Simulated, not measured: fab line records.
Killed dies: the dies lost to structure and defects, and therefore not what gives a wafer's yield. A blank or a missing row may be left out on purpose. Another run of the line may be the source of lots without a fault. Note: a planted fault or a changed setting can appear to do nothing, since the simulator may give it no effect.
fab line records | flow nand-harc
record: lots: 6 wafers: 18 last-day: 32
route steps=1302 shown P_M1@291 P_M2@318 END@1302
lots that met no fault: taken from a fault-free run of the same line
start-h: start of the lot's first displayed wafer, in hours after the record's first day | wait-h: how many hours have passed since the lot's step before this one | " identical to the entry in the row above | L1.1+2: one row covering several wafers at once | - no value present, or no start provided | * or withheld: withheld | < > ~ a bound
route shown NAME@n: names a module that has steps shown in the file, with the first one's number in the route | usual: mean/standard deviation of fault-free wafers | same: alike in all rows | chamber/n: place in a boat | sites: each site's reading | _std_site: their standard deviation | _edge_site: mean of outer sites minus mean of inner sites | radius-mm: how far each site lies from the wafer's centre | mask NAME#n: copy n | behind: the last tool/chamber to shape the wafer | hold: reason for holding the lot/hours on hold/outcome of the hold | device: the transistor (n, p or np) that didn't switch | end of line: the same wafers' tests at the end of the route | for a step that has no rows: nothing shown but its recipe | killed: count of dies lost to structure and defects at first sort (not the wafer's yield) | map: the dies of a wafer, with x for killed, . for not killed, _ for no die there
set.NAME: the run value of the setting; set.NAME@STEP: its run value at that earlier step | model.NAME: the simulator's own value behind a step, which no gauge read
lots at some steps of the route; a table a step, a row a wafer
services: when a tool's chamber went out of use (start-h, in hours from the record's first day, below 0 if earlier), for how many hours, and the reason
== steps ==
step: NHARC_P_M1_EBR_05
step: NHARC_P_M1_EXPOSE_06
recipe: na: 1.35 target-cd-nm: 130 dose-mj: 81.88 mask-id: P_M1
step: NHARC_P_M1_PEB_07
recipe: peb-temp-c: 100 peb-time-s: 65
step: NHARC_P_M1_DEVELOP_08
recipe: develop-time-s: 35 dev-temp-c: 23
step: NHARC_P_M1_CD_MEAS_09
recipe: target-cd-nm: 130 landing-energy-ev: 500
usual: cd-nm: 130.4/0.57
columns lot.wafer tool chamber start-h wait-h cd-nm
L774.2 cd-sem-03 0 134.92 - 130.4
L774.3 " 0 " " 130.1
L774.4 " 0 " " 129.6
L778.2 cd-sem-02 0 166.50 - 131.2
L778.3 " 0 " " 131.0
L778.6 " 0 " " 130.4
L780.2 cd-sem-01 0 180.74 - 131.3
L780.3 " 0 " " 130.4
L780.4 " 0 " " 129.9
L789.3 cd-sem-03 0 273.46 - 130.8
L789.5 " 0 " " 130.4
L789.6 " 0 " " 130.3
L790.3 cd-sem-02 0 285.89 - 130.7
L790.5 " 0 " " 130.0
L790.6 " 0 " " 130.8
L794.3 cd-sem-02 0 330.20 - 130.5
L794.5 " 0 " " 129.6
L794.6 " 0 " " 129.9
step: NHARC_P_M1_OVL_MEAS_10
recipe: pitch-nm: 260
usual: overlay-x-nm: -0.1/1.1 overlay-y-nm: 0.3/0.77
columns lot.wafer tool chamber start-h wait-h overlay-x-nm overlay-y-nm
L774.2 overlay-02 - 135.01 - -0.4 0.8
L774.3 " - " " -1.2 0.8
L774.4 " - " " -1.0 0.7
L778.2 overlay-01 - 166.58 - -0.1 0.5
L778.3 " - " " 0.4 0.3
L778.6 " - " " -0.5 0.6
L780.2 overlay-02 - 180.83 - -0.4 1.4
L780.3 " - " " -0.5 1.0
L780.4 " - " " -0.4 1.8
L789.3 overlay-02 - 273.54 - 1.0 0.0
L789.5 " - " " 1.2 0.7
L789.6 " - " " 0.8 0.7
L790.3 overlay-02 - 285.98 - 0.0 -0.7
L790.5 " - " " -0.3 -1.1
L790.6 " - " " -0.8 -0.3
L794.3 overlay-02 - 330.29 - -0.7 0.8
L794.5 " - " " -0.5 0.4
L794.6 " - " " -0.9 0.9
step: NHARC_P_M1_INSPECT_11
usual: raw-defect-count: 4.3/2.4
columns lot.wafer tool chamber start-h wait-h raw-defect-count
L774.2 defect-inspect-01 - 135.04 0.0 4
L774.3 " - " " 9
L774.4 " - " " 5
L778.2 defect-inspect-01 - 166.62 0.0 5
L778.3 " - " " 4
L778.6 " - " " 5
L780.2 defect-inspect-01 - 180.86 0.0 3
L780.3 " - " " 2
L780.4 " - " " 5
L789.3 defect-inspect-01 - 273.58 0.0 4
L789.5 " - " " 1
L789.6 " - " " 6
L790.3 defect-inspect-02 - 286.01 0.0 2
L790.5 " - " " 4
L790.6 " - " " 3
L794.3 defect-inspect-02 - 330.32 0.0 4
L794.5 " - " " 5
L794.6 " - " " 4
step: NHARC_P_M1_DESCUM_14
recipe: time-s: 3 o2-flow-sccm: 200 ar-flow-sccm: 0 bias-power-w: 0 chemistry: O2
step: NHARC_P_M1_ETCH_35
recipe: target-depth-a: 400 overetch-a: 120 time-s: 43.94 ion-energy-ev: 200 n2-flow-sccm: 150 h2-flow-sccm: 150 ar-flow-sccm: 0 rf-w: 400 bias-w: 150 chemistry: N2/H2
step: NHARC_P_M1_ETCH_15
recipe: target-depth-a: 1825 time-s: 91.2 c4f8-flow-sccm: withheld ar-flow-sccm: 400 rf-w: 600 bias-w: 300 chemistry: C4F8/Ar
usual: oes-product-au: 0.957/0.02 rf-vpp-V: 440.3/2.8
same: time-s: 91.2
columns lot.wafer tool chamber start-h wait-h oes-product-au rf-hours-counter-h rf-vpp-V
L774.2 rie-diel-09 1 - - 0.962 13 438.3
L774.3 " 2 " " 0.975 13 444.2
L774.4 " 3 " " 0.964 13 436.5
L778.3 rie-diel-09 3 - - 0.978 2 436.3
L778.2 " 1 " " 0.958 2 437.5
L778.6 " 3 " " 0.977 - 436.2
L780.2 rie-diel-03 1 - - 0.984 5 436.9
L780.4 " 2 " " 0.965 5 442.7
L780.3 " 0 " " 0.969 5 439.7
L789.3 rie-diel-03 1 - - 0.956 10 436.2
L789.6 " 0 " " 0.962 - 440.3
L789.5 " 1 " " 0.967 - 436.9
L790.3 rie-diel-07 2 - - 0.977 44 442.9
L790.5 " 0 " " 0.932 - 445.3
L790.6 " 1 " " 0.938 - 442.4
L794.3 rie-diel-09 0 - - 0.970 0 441.8
L794.5 " 0 " " 0.973 - 441.6
L794.6 " 1 " " 0.955 - 437.4
step: NHARC_P_M1_CD_MEAS_16
usual: cd-nm: 130.4/0.73
columns lot.wafer tool chamber start-h wait-h cd-nm
L774.2 cd-sem-01 - 135.41 - 129.7
L774.3 " - " " 130.4
L774.4 " - " " 130.1
L778.2 cd-sem-03 - 166.99 - 130.6
L778.3 " - " " 130.0
L778.6 " - " " 130.4
L780.2 cd-sem-03 - 181.23 - 132.7
L780.3 " - " " 131.1
L780.4 " - " " 129.3
L789.3 cd-sem-02 - 273.95 - 130.8
L789.5 " - " " 130.2
L789.6 " - " " 130.7
L790.3 cd-sem-02 - 286.39 - 130.9
L790.5 " - " " 129.8
L790.6 " - " " 130.2
L794.3 cd-sem-03 - 330.69 - 131.1
L794.5 " - " " 129.9
L794.6 " - " " 130.3
step: NHARC_P_M1_STRIP_18
recipe: power-w: 1000 n2-flow-sccm: 150 h2-flow-sccm: 150 ar-flow-sccm: 0 bias-w: 0 chemistry: N2/H2
step: NHARC_P_M1_ETCH_28
recipe: target-depth-a: 300 over-etch-frac: 0.3 time-s: 72.99 ion-energy-ev: 150 cf4-flow-sccm: 50 n2-flow-sccm: 100 ar-flow-sccm: 150 rf-w: 300 bias-w: 100 chemistry: CF4/N2
usual: drypump-motor-current-A: 5.6/0.37 oes-product-au: 1.000/0.0098 rf-vpp-V: 313.7/2.1 showerhead-plenum-p-Torr: 2.61/0.12 throttle-valve-pct: 19.795/0.009
same: time-s: 72.99
columns lot.wafer tool chamber start-h wait-h drypump-motor-current-A oes-product-au rf-hours-counter-h rf-vpp-V showerhead-plenum-p-Torr throttle-valve-pct
L774.4 rie-diel-07 0 135.73 - 6.2 1.008 1 318.3 2.81 19.791
L774.2 " 1 " " 5.0 0.996 1 314.8 2.72 19.785
L774.3 " 2 " " 5.3 1.001 1 316.2 2.75 19.804
L778.3 rie-diel-09 0 167.30 - 6.3 0.996 2 315.7 2.65 19.776
L778.2 " 3 " " 5.5 1.008 2 312.7 2.45 19.806
L778.6 " 0 " " 6.3 0.996 - 314.2 2.65 19.796
L780.4 rie-diel-09 3 181.54 - 5.5 1.009 3 310.4 2.45 19.820
L780.2 " 1 " " 5.2 1.002 3 312.0 2.49 19.794
L780.3 " 2 " " 5.7 0.987 3 317.0 2.77 19.797
L789.3 rie-diel-07 1 274.28 - 5.0 0.995 44 315.6 2.71 19.802
L789.5 " 2 " " 5.2 1.008 - 314.9 2.73 19.802
L789.6 " 3 " " 5.2 1.010 - 314.0 2.60 19.792
L790.3 rie-diel-09 3 286.71 - 5.6 1.000 14 310.8 2.44 19.793
L790.6 " 0 " " 6.3 0.983 - 314.9 2.65 19.803
L790.5 " 1 " " 5.2 0.998 - 311.2 2.49 19.805
L794.3 rie-diel-03 1 331.01 - 5.9 0.990 3 310.7 2.46 19.786
L794.6 " 0 " " 5.2 0.987 - 314.4 2.60 19.792
L794.5 " 1 " " 5.9 0.978 - 310.0 2.46 19.782
step: NHARC_P_M1_STRIP_19
recipe: time-s: 600 temp-c: 30 chemistry: post-etch-residue-remover
step: NHARC_P_M1_DEGAS_29
recipe: temp-c: 250 time-s: 60
usual: heater-power-w: 333/29
same: time-s: 60
columns lot.wafer tool chamber start-h wait-h heater-power-w
L774.3 pvd-sputter-01 - 136.12 - 291
L774.4 " - " " 356
L774.2 " - " " 314
L778.2 pvd-sputter-02 - 167.72 - 285
L778.3 " - " " 311
L778.6 " - " " 351
L780.4 pvd-sputter-02 - 181.95 - 346
L780.3 " - " " 295
L780.2 " - " " 319
L789.3 pvd-sputter-03 - 274.65 - 374
L789.6 " - " " 354
L789.5 " - " " 364
L790.3 pvd-sputter-01 - 287.10 - 365
L790.5 " - " " 291
L790.6 " - " " 370
L794.3 pvd-sputter-02 - 331.42 - 352
L794.6 " - " " 299
L794.5 " - " " 313
step: NHARC_P_M1_PRE_CLEAN_30
recipe: time-s: 30 temp-c: 280 gas: H2/He
usual: heater-power-w: 408/37
same: time-s: 30
columns lot.wafer tool chamber start-h wait-h heater-power-w
L774.2 pvd-sputter-01 - - - 372
L774.4 " - " " 355
L774.3 " - " " 440
L778.2 pvd-sputter-02 - - - 431
L778.3 " - " " 381
L778.6 " - " " 430
L780.4 pvd-sputter-02 - - - 391
L780.2 " - " " 422
L780.3 " - " " 457
L789.3 pvd-sputter-03 - - - 442
L789.6 " - " " 370
L789.5 " - " " 432
L790.3 pvd-sputter-01 - - - 440
L790.6 " - " " 368
L790.5 " - " " 352
L794.3 pvd-sputter-02 - - - 367
L794.6 " - " " 392
L794.5 " - " " 414
step: NHARC_P_M1_PVD_20
recipe: target-thk-a: 50 bias-v: 168.6 power-w: 15000 chamber-pressure-pa: 0.12 time-s: 8.06 substrate-temp-c: 50 material: TaN
step: NHARC_P_M1_PVD_21
recipe: target-thk-a: 300 chamber-pressure-pa: 5 power-w: 5000 substrate-temp-c: 30 time-s: 20.49 material: Cu
step: NHARC_P_M1_ECD_22
recipe: target-thk-a: 4000 bath-temp-c: 25 material: Cu
step: NHARC_P_M1_ANNEAL_31
recipe: temp-c: 225 time-s: 90
step: NHARC_P_M1_CMP_23
recipe: t-overpolish-s: 20 target-thk-nm: 157.82
step: NHARC_P_M1_THK_MEAS_24
recipe: thk-meas-gauge: xrf
usual: thk-nm: 158.0/1.6
columns lot.wafer tool chamber start-h wait-h thk-nm
L774.2 film-metro-02 - 137.55 - 159.4
L774.3 " - " " 156.5
L774.4 " - " " 155.6
L778.2 film-metro-02 - 169.10 - 161.7
L778.3 " - " " 157.1
L778.6 " - " " 155.8
L780.2 film-metro-02 - 183.34 - 159.0
L780.3 " - " " 156.0
L780.4 " - " " 157.8
L789.3 film-metro-02 - 276.17 - 156.9
L789.5 " - " " 161.4
L789.6 " - " " 160.2
L790.3 film-metro-02 - 288.51 - 160.0
L790.5 " - " " 159.7
L790.6 " - " " 158.1
L794.3 film-metro-02 - 332.79 - 157.7
L794.5 " - " " 158.1
L794.6 " - " " 158.5
step: NHARC_P_M1_SRD_25
step: NHARC_P_M1_PRE_CLEAN_32
recipe: time-s: 12 temp-c: 370 rf-power-w: 300 gas: NH3
step: NHARC_P_M1_DEP_33
recipe: target-thk-a: 300 temp-c: 370 target-thk-nm: 30 pressure-torr: 3 flow-sccm: 200 rf-w: 450 material: SiCN
usual: heater-power-w: 619/79
columns lot.wafer tool chamber start-h wait-h heater-power-w
L774.2 pecvd-02 2 137.86 0.1 453
L774.3 " 1 " " 527
L774.4 " 1 " " 525
L778.3 pecvd-04 2 169.44 0.1 616
L778.2 " 0 " " 635
L778.6 " 0 " " 664
L780.2 pecvd-01 1 183.64 0.1 658
L780.3 " 0 " " 720
L780.4 " 0 " " 685
L789.3 pecvd-02 2 276.56 0.1 517
L789.5 " 2 " " 509
L789.6 " 0 " " 641
L790.3 pecvd-01 1 288.98 0.2 692
L790.5 " 1 " " 688
L790.6 " 0 " " 733
L794.3 pecvd-01 2 333.18 0.1 549
L794.6 " 0 " " 694
L794.5 " 1 " " 648
step: NHARC_P_M2_DEP_00
recipe: target-thk-a: 1825 target-thk-nm: 182.5 temp-c: withheld pressure-torr: 5 flow-sccm: 200 rf-w: 600 material: SiOC
step: NHARC_P_M2_DEHYDRATE_01
recipe: temp-c: 150 time-s: 120
step: NHARC_P_M2_HMDS_02
recipe: time-s: 30
step: NHARC_P_M2_COAT_34
recipe: temp-c: 200 time-s: 65
step: NHARC_P_M2_COAT_03
recipe: spin-rpm: 1500 resist-thk-nm: 90
step: NHARC_P_M2_SOFTBAKE_04
recipe: temp-c: 105 time-s: 55
step: NHARC_P_M2_EBR_05
step: NHARC_P_M2_EXPOSE_06
recipe: na: 1.35 target-cd-nm: 170 dose-mj: 80.78 mask-id: P_M2
step: NHARC_P_M2_PEB_07
recipe: peb-temp-c: 100 peb-time-s: 65
step: NHARC_P_M2_DEVELOP_08
recipe: develop-time-s: 35 dev-temp-c: 23
step: NHARC_P_M2_CD_MEAS_09
recipe: target-cd-nm: 170 landing-energy-ev: 500
usual: cd-nm: 169.8/0.83
columns lot.wafer tool chamber start-h wait-h cd-nm
L774.2 cd-sem-01 0 138.98 - 169.7
L774.3 " 0 " " 169.1
L774.4 " 0 " " 169.5
L778.2 cd-sem-03 0 170.65 - 169.5
L778.3 " 0 " " 169.7
L778.6 " 0 " " 169.8
L780.2 cd-sem-01 0 184.88 - 170.1
L780.3 " 0 " " 169.7
L780.4 " 0 " " 169.5
L789.3 cd-sem-03 0 277.95 - 169.0
L789.5 " 0 " " 169.9
L789.6 " 0 " " 169.4
L790.3 cd-sem-03 0 290.24 - 169.6
L790.5 " 0 " " 170.1
L790.6 " 0 " " 169.7
L794.3 cd-sem-01 0 334.35 - 170.0
L794.5 " 0 " " 170.1
L794.6 " 0 " " 170.4
step: NHARC_P_M2_OVL_MEAS_10
recipe: pitch-nm: 340
usual: overlay-x-nm: -0.1/0.81 overlay-y-nm: -0.1/1.1
columns lot.wafer tool chamber start-h wait-h overlay-x-nm overlay-y-nm
L774.2 overlay-02 - 139.07 - -0.4 1.3
L774.3 " - " " 0.2 1.2
L774.4 " - " " -0.2 0.6
L778.2 overlay-01 - 170.75 - -0.1 0.3
L778.3 " - " " 0.2 0.5
L778.6 " - " " 0.2 0.9
L780.2 overlay-02 - 184.97 - -0.3 -0.7
L780.3 " - " " -0.2 -0.7
L780.4 " - " " -0.5 -0.6
L789.3 overlay-02 - 278.03 - 1.1 -0.1
L789.5 " - " " 0.2 0.2
L789.6 " - " " 1.1 0.3
L790.3 overlay-02 - 290.32 - -1.1 1.5
L790.5 " - " " -0.9 1.3
L790.6 " - " " -1.2 0.9
L794.3 overlay-02 - 334.44 - 0.1 -0.9
L794.5 " - " " 0.5 -1.1
L794.6 " - " " 0.6 -0.6
step: NHARC_P_M2_DESCUM_14
recipe: time-s: 3 o2-flow-sccm: 200 ar-flow-sccm: 0 bias-power-w: 0 chemistry: O2
step: NHARC_P_M2_ETCH_35
recipe: target-depth-a: 400 overetch-a: 120 time-s: 43.94 ion-energy-ev: 200 n2-flow-sccm: 150 h2-flow-sccm: 150 ar-flow-sccm: 0 rf-w: 400 bias-w: 150 chemistry: N2/H2
usual: drypump-motor-current-A: 5.6/0.41 oes-product-au: 1.002/0.012 rf-vpp-V: 429.4/1.8 showerhead-plenum-p-Torr: 2.00/0.059 throttle-valve-pct: 14.170/0.0087
same: time-s: 43.94
columns lot.wafer tool chamber start-h wait-h drypump-motor-current-A oes-product-au rf-hours-counter-h rf-vpp-V showerhead-plenum-p-Torr throttle-valve-pct
L774.2 rie-diel-12 0 139.27 0.1 5.3 1.002 2.3 432.1 2.07 14.168
L774.3 " 1 " " 5.6 1.003 2.3 430.1 2.00 14.175
L774.4 " 3 " " 5.2 1.004 - 426.4 1.92 14.172
L778.3 rie-diel-12 0 170.94 0.1 5.3 1.015 4.0 431.7 2.07 14.152
L778.2 " 1 " " 5.7 1.010 4.8 429.2 2.00 14.171
L778.6 " 3 " " 5.3 1.003 - 427.4 1.92 14.159
L780.4 rie-diel-13 2 185.15 0.1 5.1 0.982 0.2 428.7 2.00 14.170
L780.2 " 0 " " 5.5 0.986 0.4 427.7 1.91 14.170
L780.3 " 1 " " 6.4 1.013 0.2 428.5 1.95 14.174
L789.3 rie-diel-12 2 278.21 0.1 5.5 1.025 0.0 429.2 1.98 14.165
L789.6 " 2 " " 5.6 1.023 - 428.6 1.98 14.176
L789.5 " 3 " " 5.2 0.990 - 426.0 1.92 14.178
L790.3 rie-diel-12 0 290.52 0.1 5.3 1.009 0.2 430.9 2.07 14.175
L790.5 " 1 " " 5.6 1.012 - 430.7 2.00 14.165
L790.6 " 2 " " 5.6 1.006 - 428.1 1.98 14.165
L794.3 rie-diel-02 0 334.62 0.1 5.6 0.972 5.4 432.5 2.09 14.180
L794.6 " 0 " " 5.6 0.968 - 433.5 2.09 14.166
L794.5 " 1 " " 6.1 1.012 - 429.6 2.02 14.164
step: NHARC_END_SORT_01
recipe: temp-c: 25
usual: defect-limited-yield: 90.7/2.9 killed-at-array: 58/20 killed-at-other: 1.0/1.2 killed-at-periphery: 4.1/3 killed-dies: 63/20 killed-open: 3.2/1.7 killed-short: 2.5/1.5
same: gross-dies: 677
columns lot.wafer tool chamber start-h wait-h defect-limited-yield[%] killed-at-array killed-at-other killed-at-periphery killed-dies killed-open killed-short
L774.2 prober-02 0 592.08 2.8 88.6 71 3 3 77 2 3
L774.3 prober-02 0 592.87 3.1 86.9 86 0 3 89 3 1
L774.4 prober-02 0 593.67 3.4 87.7 80 0 3 83 2 1
L778.2 prober-01 0 600.86 2.8 88.9 19 4 52 75 8 3
L778.3 prober-01 0 601.66 3.1 78.4 29 7 110 146 4 2
L778.6 prober-01 0 604.06 4.0 82.0 18 1 103 122 3 0
L780.2 prober-02 0 605.81 2.8 80.4 28 0 105 133 2 2
L780.3 prober-02 0 606.61 3.1 88.9 26 0 49 75 6 2
L780.4 prober-02 0 607.40 3.4 89.4 22 0 50 72 2 4
L789.3 prober-02 0 702.33 3.1 88.6 67 0 10 77 1 3
L789.5 prober-02 0 703.97 3.8 88.5 67 0 11 78 3 4
L789.6 prober-02 0 704.79 4.1 90.5 59 0 5 64 2 2
L790.3 prober-02 0 720.22 3.1 91.7 52 2 2 56 2 6
L790.5 prober-02 0 721.82 3.7 92.2 49 2 2 53 3 1
L790.6 prober-02 0 722.61 4.0 91.7 52 2 2 56 3 2
killed by level:class
L774.2 A_CHANNEL_HOLE_D1:chamber-film-flake=26 A_SLIT:chamber-film-flake=25 A_CHANNEL_HOLE_D2:chamber-film-flake=12 P_STI:chamber-film-flake=2 A_SGD_CUT:chamber-film-flake=2 THIN_TSV:chamber-film-flake=2 A_CHANNEL_FILL_D1:geometric-particle:open=1 A_DECK1_JOINT:geometric-particle:short=1
L774.3 A_CHANNEL_HOLE_D1:chamber-film-flake=33 A_SLIT:chamber-film-flake=31 A_CHANNEL_HOLE_D2:chamber-film-flake=8 A_SGD_CUT:chamber-film-flake=5 P_STI:chamber-film-flake=3 A_CONTACT:chamber-film-flake=3 A_DECK1_JOINT:chamber-film-flake=2 A_CHANNEL_HOLE_D1:geometric-particle:open=1
L774.4 A_SLIT:chamber-film-flake=37 A_CHANNEL_HOLE_D1:chamber-film-flake=23 A_CHANNEL_HOLE_D2:chamber-film-flake=13 P_STI:chamber-film-flake=2 A_CONTACT:chamber-film-flake=2 A_CHANNEL_FILL_D1:geometric-particle:open=1 A_WL_FILL:geometric-particle:short=1 A_CONTACT:geometric-particle:open=1
L778.2 P_M1:unspecified=43 A_CHANNEL_HOLE_D2:chamber-film-flake=9 THIN_TSV:chamber-film-flake=4 A_CONTACT:chamber-film-flake=3 P_CONTACT:geometric-particle:open=2 A_CHANNEL_FILL_D2:geometric-particle:open=2 A_M1:chamber-film-flake=2 P_ZERO_WELL:geometric-particle:short=1
L778.3 P_M1:unspecified=107 A_CHANNEL_HOLE_D2:chamber-film-flake=11 A_CONTACT:chamber-film-flake=7 THIN_TSV:chamber-film-flake=7 A_CHANNEL_HOLE_D1:chamber-film-flake=4 A_STAIRCASE:chamber-film-flake=2 P_CONTACT:geometric-particle:short=1 P_M0:geometric-particle:open=1
L778.6 P_M1:unspecified=100 A_CHANNEL_HOLE_D2:chamber-film-flake=7 A_CONTACT:chamber-film-flake=6 A_CHANNEL_HOLE_D1:chamber-film-flake=3 P_STI:chamber-film-flake=2 P_M0:geometric-particle:open=1 A_ONON_D1:geometric-particle:open=1 A_ONON_D2:geometric-particle:open=1
L780.2 P_M1:unspecified=102 A_CHANNEL_HOLE_D2:chamber-film-flake=12 A_CHANNEL_HOLE_D1:chamber-film-flake=7 A_CONTACT:chamber-film-flake=4 P_BONDPAD:chamber-film-flake=2 P_CONTACT:geometric-particle:short=1 A_ONON_D1:geometric-particle:open=1 A_WL_FILL:geometric-particle:open=1
L780.3 P_M1:unspecified=43 A_CHANNEL_HOLE_D2:chamber-film-flake=11 A_CONTACT:chamber-film-flake=9 P_CONTACT:geometric-particle:open=2 P_M2:chamber-film-flake=2 P_GATE:geometric-particle:open=1 A_DECK1_JOINT:geometric-particle:short=1 A_CHANNEL_FILL_D2:geometric-particle:short=1
L780.4 P_M1:unspecified=45 A_CHANNEL_HOLE_D2:chamber-film-flake=6 A_CONTACT:chamber-film-flake=4 P_M2:chamber-film-flake=2 A_CHANNEL_HOLE_D1:chamber-film-flake=2 A_STAIRCASE:chamber-film-flake=2 A_SLIT:chamber-film-flake=2 P_M1:geometric-particle:open=1
L789.3 A_CHANNEL_HOLE_D1:chamber-film-flake=25 A_CHANNEL_HOLE_D2:chamber-film-flake=24 P_M2:chamber-film-flake=7 A_CONTACT:chamber-film-flake=6 A_CHANNEL_FILL_D1:chamber-film-flake=4 A_SOURCE_PLATE:geometric-particle:short=1 A_DECK1_JOINT:geometric-particle:short=1 A_ONON_D2:geometric-particle:short=1
L789.5 A_CHANNEL_HOLE_D1:chamber-film-flake=25 A_CHANNEL_HOLE_D2:chamber-film-flake=25 P_M2:chamber-film-flake=7 A_CONTACT:chamber-film-flake=7 A_SLIT:chamber-film-flake=3 A_CHANNEL_FILL_D2:chamber-film-flake=2 P_STI:geometric-particle:short=1 P_M0:geometric-particle:short=1
L789.6 A_CHANNEL_HOLE_D2:chamber-film-flake=23 A_CHANNEL_HOLE_D1:chamber-film-flake=20 A_CONTACT:chamber-film-flake=9 A_CHANNEL_FILL_D1:chamber-film-flake=3 P_M2:chamber-film-flake=2 P_M1:geometric-particle:short=1 A_DECK1_JOINT:geometric-particle:open=1 A_ONON_D2:geometric-particle:open=1
L790.3 A_CHANNEL_HOLE_D2:chamber-film-flake=25 A_CONTACT:chamber-film-flake=6 A_CHANNEL_HOLE_D1:chamber-film-flake=4 A_CHANNEL_FILL_D2:geometric-particle:short=3 A_SLIT:chamber-film-flake=3 A_DECK1_JOINT:chamber-film-flake=2 A_STAIRCASE:chamber-film-flake=2 THIN_TSV:chamber-film-flake=2
L790.5 A_CHANNEL_HOLE_D2:chamber-film-flake=21 A_CHANNEL_HOLE_D1:chamber-film-flake=10 A_CONTACT:chamber-film-flake=8 A_SLIT:chamber-film-flake=4 THIN_TSV:chamber-film-flake=2 A_ONON_D1:geometric-particle:short=1 A_CHANNEL_FILL_D2:geometric-particle:open=1 A_CONTACT:geometric-particle:open=1
L790.6 A_CHANNEL_HOLE_D2:chamber-film-flake=26 A_CHANNEL_HOLE_D1:chamber-film-flake=14 A_CONTACT:chamber-film-flake=6 A_SLIT:chamber-film-flake=2 THIN_TSV:chamber-film-flake=2 P_GATE:geometric-particle:open=1 A_CHANNEL_FILL_D1:geometric-particle:open=1 A_CHANNEL_FILL_D2:geometric-particle:short=1
map L778.3 (x killed, . not)
____________.____________
_________......._________
_______..........._______
______.............______
_____..............._____
____.................____
____.....x...........____
___...x...............___
___...................___
__.....x.....x.........__
__......x.........x....__
_.......xx.............._
_.................xx...._
_........x.x....x.x....._
_........xx..xx.x.xx...._
_.....x.x..xxx.x........_
.......xxxxxxxxx.........
......x.xxxxxxxx.x.......
......x.xxxxxxxxx.x......
......xx.xxxxxxxxx.....x.
.......xxxxxxxxxx.x......
_.x...x..xxxxxxxx......._
_......xxxxxxxxxxx......_
_.......xxxxxxxxx......._
_.......xxxxxxxxx....x.._
_.........xxxxxxxx......_
__.......xxxxxxxx......__
__.........xxxx........__
___x.........x........___
___...........x.......___
____x................____
____...........x.....____
_____..............._____
______.............______
_______..x........_______
_________......._________
____________.____________
map L780.2 (x killed, . not)
____________.____________
_________x......_________
_______.xxxxxxx..._______
______.xxxxxxxx....______
_____.xxxxxxxxx....._____
____..xxxxxxxx.......____
____..xxxxxxxxx......____
___..xxxxxxxxxx.......___
___....xxxxxxxxx......___
__x...xxxxxxxxx........__
__...xxxxxxxxxx........__
_.....xxxxxxxx....x....._
_......xxxxxxxx.....x..._
_........xx.xx...x......_
_........x..xx.........._
_......................._
..................x......
...............x..x......
.........................
..x...........xx...x.....
.........................
_...............xxx.x..._
_....................x.._
_..............x..xx.x.._
_................x.x.x.._
_.................xx...._
__...............x.....__
__................x....__
___...................___
___.................x.___
____..x..............____
____...........x.....____
_____..............._____
______.............______
_______..........._______
_________......._________
____________.____________
== services ==
columns tool chamber start-h hours kind
rie-diel-07 - 117.20 9.0 pm
rie-diel-07 0 127.55 1.2 repair
pecvd-01 - 130.30 13.0 pm
rie-diel-03 3 136.12 1.7 repair
rie-diel-12 2 136.48 6.3 repair
rie-diel-09 - 143.10 9.0 pm
rie-diel-03 1 151.46 1.2 repair
rie-diel-07 2 184.42 8.1 repair
rie-diel-12 3 195.10 1.4 repair
rie-diel-03 3 198.40 5.8 repair
rie-diel-09 2 218.79 4.5 repair
rie-diel-12 2 222.97 1.3 repair
pvd-sputter-01 - 226.00 10.0 pm
pecvd-01 - 228.94 0.6 repair
pecvd-01 0 232.96 16.8 repair
pvd-sputter-02 - 235.94 1.2 repair
rie-diel-09 0 239.80 1.7 repair
rie-diel-12 - 268.42 9.0 pm
rie-diel-03 - 281.30 9.0 pm
pvd-sputter-02 - 282.00 10.0 pm
pvd-sputter-01 - 293.84 4.3 repair
rie-diel-07 - 294.28 9.0 pm
pvd-sputter-01 - 301.41 1.6 repair
rie-diel-09 - 320.10 9.0 pm
== key ==
first-sign: step: NHARC_END_SORT_01 reading: killed-at-periphery direction: up sigmas: 25 usual: 4.1 struck: 78.2
effect: step: NHARC_END_SORT_01 reading: killed-dies direction: up sigmas: 2.1 usual: 63 struck: 104
more-kills-born-at: NHARC_P_M1_ETCH_28@rie-diel-09: 440
met-at NHARC_P_M1_ETCH_28
struck-wafers L778.2,L778.3,L778.6,L780.2,L780.3,L780.4
fault: kind: chamber-particle-source tool: rie-diel-09 chamber: - onset-h: 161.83 steps: NHARC_P_M1_ETCH_28 rate-per-visit-cm2: 1.9207 end-h: 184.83
